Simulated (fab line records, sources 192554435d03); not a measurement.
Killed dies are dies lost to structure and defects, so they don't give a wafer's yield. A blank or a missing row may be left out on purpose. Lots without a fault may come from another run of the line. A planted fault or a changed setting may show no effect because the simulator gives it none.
fab line records | flow n5_finfet | part 1 of 2: steps 1 to 4 of 6
record lots=18 wafers=54 last_day=18
route steps=1938 shown BEOL_M0_SAQP@650 BEOL_M0@718
lots that met no fault: from a run of the same line without faults
start_h: hours from the record's first day to the start of the lot's first wafer shown | wait_h: hours since the lot's step before | " the same as in the row above | L1.1+2: a row that stands for several wafers | - no value, or no start given | * or withheld: withheld | < > ~ a bound
route shown NAME@n: a module of which the file shows steps, and the number in the route of the first | usual: mean/standard deviation of fault-free wafers | same: alike in all rows | chamber/n: place in a boat | sites: the reading at each site | _std_site: their standard deviation | _edge_site: outer sites' mean less inner sites' | radius_mm: how far each site lies from the wafer's centre | mask NAME#n: copy n | behind: the tool/chamber that last shaped the wafer | hold: why the lot was held/for how many hours/how that ended | device: the transistor (n, p or np) that didn't switch | end of line: the same wafers' tests at the end of the route | a step without rows: its recipe alone | killed: dies lost to structure and defects at the first sort, not the wafer's yield | map: a wafer's dies, x killed, . not, _ none there
set.NAME: the setting as run; set.NAME@STEP: as run at that earlier step | model.NAME: the simulator's own value behind a step, which no gauge read
steps of the route over a sample of lots; a table a step, a row a wafer
services: from which hour (start_h, from the record's first day; less than 0 if before it) a tool's chamber was out of use, for how many hours, and why
## steps
# step N5_BEOL_M0_SAQP_OVL_MEAS_15
# recipe points_per_wafer=44
# usual M0_CORE_OVL=-0.4/0.8
# columns lot.wafer tool chamber start_h wait_h M0_CORE_OVL[nm]
L074.2 overlay-01 0 113.12 0.0 0.9
L074.5 " 0 " " 0.2
L074.6 " 0 " " 0.5
L075.1 overlay-02 0 116.74 0.0 0.0
L075.5 " 0 " " 0.1
L075.6 " 0 " " 0.6
L077.1 overlay-01 0 131.99 0.0 -0.3
L077.2 " 0 " " -1.2
L077.5 " 0 " " 0.0
L080.4 overlay-02 0 155.26 0.0 -1.6
L080.5 " 0 " " -1.1
L080.6 " 0 " " -1.6
L081.2 overlay-02 0 157.88 0.0 -0.6
L081.4 " 0 " " -1.1
L081.5 " 0 " " -1.0
L082.1 overlay-01 0 161.95 0.0 -0.5
L082.4 " 0 " " -1.3
L082.5 " 0 " " -0.4
L084.2 overlay-02 0 168.01 0.0 0.0
L084.3 " 0 " " 0.1
L084.4 " 0 " " 0.8
L085.1 overlay-02 0 176.41 0.0 -1.6
L085.2 " 0 " " -1.0
L085.4 " 0 " " 0.0
L086.2 overlay-02 0 183.72 0.0 -0.1
L086.3 " 0 " " -0.7
L086.6 " 0 " " -0.5
L087.1 overlay-01 0 186.73 0.0 -1.6
L087.3 " 0 " " -2.0
L087.4 " 0 " " -1.1
L089.1 overlay-01 0 197.92 0.0 0.0
L089.2 " 0 " " -0.7
L089.3 " 0 " " -0.6
L090.1 overlay-02 0 202.79 0.0 -1.9
L090.2 " 0 " " -1.4
L090.5 " 0 " " -1.8
L091.2 overlay-02 0 205.45 0.0 -0.3
L091.4 " 0 " " -0.1
L091.6 " 0 " " -1.3
L092.2 overlay-01 0 215.53 0.0 -0.9
L092.3 " 0 " " -0.2
L092.6 " 0 " " -0.8
L093.1 overlay-02 0 220.44 0.0 -1.5
L093.2 " 0 " " -0.6
L093.5 " 0 " " -0.7
L094.1 overlay-01 0 232.43 0.0 -1.4
L094.4 " 0 " " -0.4
L094.6 " 0 " " -1.3
L095.2 overlay-01 0 253.14 0.0 -0.7
L095.4 " 0 " " 0.4
L095.5 " 0 " " 0.3
L097.3 overlay-01 0 269.67 0.0 0.9
L097.4 " 0 " " 0.8
L097.5 " 0 " " 1.6
# step N5_BEOL_M0_SAQP_HM_OPEN_112
# recipe chemistry=CHF3/O2 target=SiO2 stop_on=a-Si target_depth_a=120 over_etch_frac=1.25 mask_material=SOC time_s=13.5 pressure_mtorr=30 source_w=650 bias_w=170 Ar_flow_sccm=200 CHF3_flow_sccm=50 O2_flow_sccm=5 ion_energy_ev=200 ends=end_point
# usual O2_flow_sccm=4.998/0.014 chamber_pressure_mTorr=30.000/0.028 drypump_motor_current_A=5.7/0.41 oes_product_au=0.51/0.05 rf_fwd_power_W=645.2/2.2 rf_vpp_V=522/6.8 showerhead_plenum_p_Torr=2.41/0.092 throttle_valve_pct=18.93/0.22
# columns lot.wafer tool chamber start_h wait_h O2_flow_sccm chamber_pressure_mTorr drypump_motor_current_A oes_product_au rf_fwd_power_W rf_hours_counter_h rf_vpp_V showerhead_plenum_p_Torr throttle_valve_pct
L074.2 rie_diel-05 2 113.42 0.0 4.991 30.000 4.8 0.53 649.4 86 514 2.42 19.03
L074.5 " 0 " " 4.980 29.974 5.9 0.61 646.1 - 519 2.35 18.57
L074.6 " 3 " " 5.012 30.007 5.1 0.48 642.2 - 516 2.29 18.89
L075.1 rie_diel-05 3 116.99 0.0 5.007 29.942 5.1 0.48 646.7 197 515 2.29 18.90
L075.5 " 1 " " 4.991 29.969 5.5 0.52 646.5 - 526 2.33 18.85
L075.6 " 0 " " 4.990 29.995 5.8 0.62 644.1 - 519 2.35 18.57
L077.1 rie_diel-04 3 132.24 0.0 5.003 30.016 5.8 0.47 645.5 167 517 2.50 19.17
L077.2 " 2 " " 4.978 29.978 5.7 0.47 646.0 190 528 2.29 19.03
L077.5 " 3 " " 5.034 30.029 5.8 0.48 647.7 - 517 2.50 19.16
L080.4 rie_diel-04 0 155.51 0.0 5.000 30.040 6.3 0.56 642.1 36 515 2.45 19.08
L080.5 " 2 " " 5.000 29.980 5.7 0.46 646.4 - 528 2.29 19.05
L080.6 " 1 " " 4.981 30.022 6.0 0.47 644.6 - 531 2.48 18.80
L081.2 rie_diel-04 1 158.13 0.0 5.007 29.970 6.0 0.46 647.7 206 532 2.48 18.79
L081.4 " 0 " " 4.981 29.993 6.3 0.57 641.9 37 514 2.45 19.08
L081.5 " 0 " " 4.982 29.978 6.3 0.57 643.3 - 514 2.45 19.08
L082.1 rie_diel-05 2 162.20 0.0 5.001 29.960 4.9 0.51 649.7 102 514 2.42 19.04
L082.4 " 0 " " 5.017 30.002 5.9 0.60 645.2 28 520 2.34 18.60
L082.5 " 0 " " 5.001 29.978 5.9 0.59 644.2 - 520 2.34 18.59
L084.2 rie_diel-05 2 168.26 0.0 4.995 29.963 4.9 0.51 643.2 103 514 2.42 19.06
L084.3 " 1 " " 5.007 29.997 5.4 0.51 646.9 129 526 2.32 18.89
L084.4 " 3 " " 4.973 29.981 5.2 0.47 647.2 212 515 2.28 18.95
L085.1 rie_diel-04 1 176.78 0.0 4.983 30.000 6.0 0.46 648.7 211 531 2.48 18.82
L085.2 " 3 " " 4.993 29.993 5.8 0.47 645.6 182 518 2.49 19.18
L085.4 " 0 " " 5.014 30.001 6.3 0.56 641.3 42 514 2.45 19.11
L086.2 rie_diel-06 0 183.97 0.0 4.993 30.038 5.9 0.58 648.1 22 527 2.58 19.06
L086.3 " 2 " " 5.009 30.003 5.9 0.60 642.3 7 531 2.48 18.57
L086.6 " 2 " " 5.008 30.034 5.9 0.60 642.9 - 532 2.48 18.58
L087.1 rie_diel-05 3 186.99 0.0 4.968 30.041 5.2 0.47 648.6 217 516 2.28 18.93
L087.3 " 2 " " 5.013 29.986 4.9 0.50 644.8 109 514 2.42 19.06
L087.4 " 0 " " 4.995 29.968 5.8 0.59 643.6 35 520 2.34 18.62
L089.1 rie_diel-05 2 198.17 0.0 5.015 29.983 4.8 0.50 644.6 114 514 2.41 19.07
L089.2 " 0 " " 5.011 29.977 5.9 0.59 645.3 39 519 2.34 18.61
L089.3 " 1 " " 5.011 29.983 5.4 0.50 648.7 139 526 2.32 18.90
L090.1 rie_diel-04 0 203.13 0.0 5.015 30.013 6.3 0.54 641.9 51 512 2.45 19.12
L090.2 " 1 " " 5.006 29.943 6.0 0.46 643.8 219 530 2.48 18.82
L090.5 " 3 " " 5.016 29.987 5.8 0.46 645.8 - 517 2.49 19.20
L091.2 rie_diel-04 0 205.70 0.0 4.991 29.993 6.3 0.54 644.5 52 514 2.45 19.10
L091.4 " 3 " " 5.019 29.991 5.9 0.46 644.2 190 518 2.49 19.22
L091.6 " 1 " " 4.998 30.012 6.0 0.46 646.0 - 530 2.48 18.81
L092.2 rie_diel-06 2 215.78 0.0 4.991 30.044 5.8 0.58 640.8 17 530 2.48 18.59
L092.3 " 3 " " 4.999 30.071 5.6 0.55 645.7 71 526 2.54 18.74
L092.6 " 1 " " 4.975 30.006 5.0 0.57 647.3 - 538 2.56 18.33
L093.1 rie_diel-04 2 220.69 0.0 5.019 29.974 5.7 0.44 646.7 218 527 2.28 19.08
L093.2 " 3 " " 4.986 30.022 5.9 0.46 644.4 195 517 2.48 19.23
L093.5 " 1 " " 4.992 29.981 6.0 0.45 648.9 - 530 2.48 18.83
L094.1 rie_diel-05 0 232.76 0.0 4.976 30.005 5.9 0.56 643.5 49 520 2.33 18.63
L094.4 " 3 " " 4.998 30.018 5.2 0.47 650.0 231 515 2.28 18.95
L094.6 " 1 " " 5.002 29.975 5.5 0.50 649.9 - 524 2.31 18.91
L095.2 rie_diel-05 0 253.39 0.0 4.981 30.004 5.9 0.56 644.4 55 519 2.33 18.63
L095.4 " 2 " " 5.012 30.018 4.9 0.50 643.2 129 514 2.41 19.11
L095.5 " 1 " " 5.014 30.037 5.5 0.50 647.6 - 525 2.31 18.92
L097.3 rie_diel-06 0 269.92 0.0 4.988 30.021 5.9 0.55 643.2 47 525 2.57 19.09
L097.4 " 3 " " 5.004 30.009 5.6 0.54 643.3 83 528 2.54 18.76
L097.5 " 1 " " 5.002 30.013 5.0 0.55 648.0 - 538 2.55 18.34
# step N5_BEOL_M0_SAQP_SPACER1_ETCHBACK_99
# recipe chemistry=CHF3/O2 mode=anisotropic_etchback target=SiO2 target_depth_a=154 time_s=7.7 pressure_mtorr=30 source_w=650 bias_w=170 Ar_flow_sccm=200 CHF3_flow_sccm=50 O2_flow_sccm=5 ion_energy_ev=200
# usual O2_flow_sccm=5.001/0.016 chamber_pressure_mTorr=29.999/0.028 drypump_motor_current_A=5.7/0.38 oes_product_au=0.79/0.084 rf_fwd_power_W=646.1/2.3 rf_vpp_V=523/7 showerhead_plenum_p_Torr=2.43/0.1 throttle_valve_pct=18.98/0.22
# columns lot.wafer tool chamber start_h wait_h O2_flow_sccm chamber_pressure_mTorr drypump_motor_current_A oes_product_au rf_fwd_power_W rf_hours_counter_h rf_vpp_V showerhead_plenum_p_Torr throttle_valve_pct
L074.2 rie_diel-06 3 116.02 0.5 4.998 30.021 5.6 0.88 647.0 39 528 2.56 18.74
L074.5 " 3 " " 5.004 29.994 5.6 0.88 647.2 - 525 2.56 18.73
L074.6 " 0 " " 5.025 30.000 5.9 0.98 646.8 - 526 2.58 19.09
L075.1 rie_diel-04 3 118.71 0.3 4.983 30.017 5.8 0.73 645.6 163 519 2.50 19.25
L075.5 " 3 " " 5.019 29.978 5.8 0.74 645.6 - 517 2.50 19.23
L075.6 " 2 " " 5.003 29.997 5.6 0.72 643.8 - 527 2.29 19.10
L077.1 rie_diel-06 2 133.54 0.3 5.030 30.005 5.9 0.69 644.5 247 531 2.49 19.06
L077.2 " 3 " " 4.966 29.996 5.6 0.88 644.4 45 528 2.55 18.76
L077.5 " 0 " " 4.999 30.010 5.9 0.94 645.2 - 526 2.58 19.10
L080.4 rie_diel-06 2 156.83 0.0 4.972 30.002 5.8 0.95 645.1 1 532 2.48 18.63
L080.5 " 2 " " 4.971 29.982 5.9 0.97 643.0 - 532 2.48 18.63
L080.6 " 3 " " 4.983 29.965 5.6 0.85 644.4 - 526 2.55 18.76
L081.2 rie_diel-04 3 175.82 0.3 5.006 30.016 5.8 0.71 645.3 182 517 2.49 19.25
L081.4 " 2 " " 4.994 30.026 5.7 0.71 645.8 205 527 2.28 19.12
L081.5 " 0 " " 5.009 29.985 6.3 0.85 643.2 - 512 2.45 19.15
L082.1 rie_diel-05 1 178.19 0.3 5.003 30.020 5.5 0.77 645.6 132 525 2.32 18.96
L082.4 " 3 " " 5.013 29.975 5.2 0.72 646.8 214 515 2.28 18.99
L082.5 " 0 " " 4.981 29.984 5.8 0.90 643.6 - 519 2.34 18.67
L084.2 rie_diel-04 3 179.41 0.3 4.993 29.983 5.9 0.71 649.9 182 518 2.49 19.26
L084.3 " 2 " " 5.017 30.045 5.6 0.70 646.7 205 526 2.28 19.11
L084.4 " 0 " " 5.002 30.001 6.3 0.84 645.1 42 512 2.45 19.16
L085.1 rie_diel-04 1 180.37 0.3 5.013 30.025 6.0 0.72 647.1 211 532 2.48 18.87
L085.2 " 3 " " 5.006 29.993 5.9 0.72 650.0 183 517 2.49 19.24
L085.4 " 2 " " 4.996 30.028 5.7 0.70 644.3 206 526 2.28 19.12
L086.2 rie_diel-05 0 187.06 0.4 5.012 29.999 5.8 0.88 644.1 35 521 2.34 18.65
L086.3 " 2 " " 5.016 29.991 4.9 0.76 644.5 109 515 2.41 19.12
L086.6 " 0 " " 4.986 30.026 5.8 0.89 640.7 - 520 2.34 18.67
L087.1 rie_diel-05 3 190.58 0.5 5.016 30.035 5.2 0.71 645.2 219 516 2.28 19.00
L087.3 " 1 " " 5.017 29.967 5.4 0.76 646.3 136 525 2.32 18.95
L087.4 " 0 " " 4.960 29.967 5.9 0.90 648.2 36 519 2.34 18.67
L089.1 rie_diel-04 2 201.53 0.3 4.982 29.957 5.7 0.70 644.4 212 526 2.28 19.13
L089.2 " 0 " " 5.003 30.003 6.3 0.84 646.0 50 513 2.45 19.20
L089.3 " 3 " " 5.023 29.975 5.9 0.71 645.5 189 519 2.49 19.28
L090.1 rie_diel-05 0 204.75 0.3 5.037 30.001 5.8 0.88 645.1 41 521 2.34 18.69
L090.2 " 1 " " 5.013 30.027 5.5 0.75 646.2 142 526 2.31 18.97
L090.5 " 3 " " 5.005 29.939 5.1 0.72 644.5 - 515 2.28 19.03
L091.2 rie_diel-05 1 208.67 0.4 4.987 30.005 5.5 0.76 648.5 143 525 2.31 18.96
L091.4 " 3 " " 4.981 30.061 5.1 0.71 644.7 224 515 2.28 19.01
L091.6 " 1 " " 5.004 30.003 5.5 0.76 649.8 - 524 2.31 18.95
L092.2 rie_diel-04 0 219.42 0.4 5.002 30.046 6.3 0.82 646.4 55 514 2.45 19.18
L092.3 " 3 " " 4.995 29.970 5.9 0.71 645.1 194 518 2.48 19.29
L092.6 " 0 " " 5.045 29.943 6.3 0.82 643.9 - 514 2.45 19.18
L093.1 rie_diel-04 3 223.90 0.3 4.988 29.977 5.8 0.71 642.6 196 519 2.48 19.28
L093.2 " 0 " " 5.024 29.965 6.3 0.82 642.3 57 512 2.45 19.19
L093.5 " 3 " " 5.004 29.976 5.8 0.71 643.4 - 517 2.48 19.28
L094.1 rie_diel-04 3 233.96 0.3 4.983 29.989 5.8 0.71 646.4 199 519 2.48 19.29
L094.4 " 2 " " 5.012 30.010 5.7 0.68 647.8 221 526 2.28 19.15
L094.6 " 1 " " 5.009 30.016 6.0 0.70 645.0 - 529 2.48 18.91
L095.2 rie_diel-05 1 254.89 0.3 4.988 30.042 5.5 0.74 646.8 156 525 2.31 18.99
L095.4 " 2 " " 5.003 30.000 4.8 0.74 649.3 130 513 2.41 19.14
L095.5 " 0 " " 5.005 30.019 5.9 0.86 648.0 - 519 2.33 18.70
L097.3 rie_diel-06 3 273.59 0.3 5.025 29.961 5.6 0.82 645.2 84 528 2.54 18.81
L097.4 " 0 " " 5.028 30.024 5.9 0.87 646.3 49 526 2.56 19.18
L097.5 " 2 " " 4.997 30.010 5.8 0.87 645.6 - 532 2.47 18.68
# step N5_BEOL_M0_SAQP_CD_MEAS_25
# recipe target_cd_nm=13.1 landing_energy_ev=1000 detector=se_inlens
# usual cd_nm=12.82/0.23
# columns lot.wafer tool chamber start_h wait_h cd_nm
L074.2 cd_sem-01 0 116.21 0.1 12.47
L074.5 " 0 " " 12.94
L074.6 " 0 " " 12.70
L075.1 cd_sem-03 0 118.91 0.1 12.63
L075.5 " 0 " " 12.81
L075.6 " 0 " " 12.92
L077.1 cd_sem-03 0 133.74 0.1 12.64
L077.2 " 0 " " 13.21
L077.5 " 0 " " 13.02
L080.4 cd_sem-03 0 157.03 0.1 13.36
L080.5 " 0 " " 12.65
L080.6 " 0 " " 13.06
L081.2 cd_sem-03 0 176.02 0.1 12.47
L081.4 " 0 " " 12.86
L081.5 " 0 " " 13.00
L082.1 cd_sem-03 0 178.38 0.1 13.27
L082.4 " 0 " " 12.90
L082.5 " 0 " " 12.59
L084.2 cd_sem-02 0 179.61 0.1 12.76
L084.3 " 0 " " 12.93
L084.4 " 0 " " 12.77
L085.1 cd_sem-02 0 180.56 0.1 12.79
L085.2 " 0 " " 12.80
L085.4 " 0 " " 12.77
L086.2 cd_sem-01 0 187.25 0.1 12.71
L086.3 " 0 " " 12.64
L086.6 " 0 " " 12.91
L087.1 cd_sem-03 0 190.77 0.1 13.03
L087.3 " 0 " " 12.86
L087.4 " 0 " " 12.37
L089.1 cd_sem-02 0 201.73 0.1 12.74
L089.2 " 0 " " 12.58
L089.3 " 0 " " 12.69
L090.1 cd_sem-02 0 204.94 0.1 12.67
L090.2 " 0 " " 13.07
L090.5 " 0 " " 12.67
L091.2 cd_sem-03 0 208.87 0.1 12.93
L091.4 " 0 " " 12.75
L091.6 " 0 " " 12.52
L092.2 cd_sem-03 0 219.63 0.1 12.70
L092.3 " 0 " " 12.97
L092.6 " 0 " " 12.87
L093.1 cd_sem-02 0 224.10 0.1 13.18
L093.2 " 0 " " 12.91
L093.5 " 0 " " 12.92
L094.1 cd_sem-02 0 234.16 0.1 12.50
L094.4 " 0 " " 12.64
L094.6 " 0 " " 12.54
L095.2 cd_sem-01 0 255.09 0.1 12.85
L095.4 " 0 " " 12.83
L095.5 " 0 " " 13.12
L097.3 cd_sem-01 0 273.79 0.1 12.71
L097.4 " 0 " " 12.86
L097.5 " 0 " " 13.01
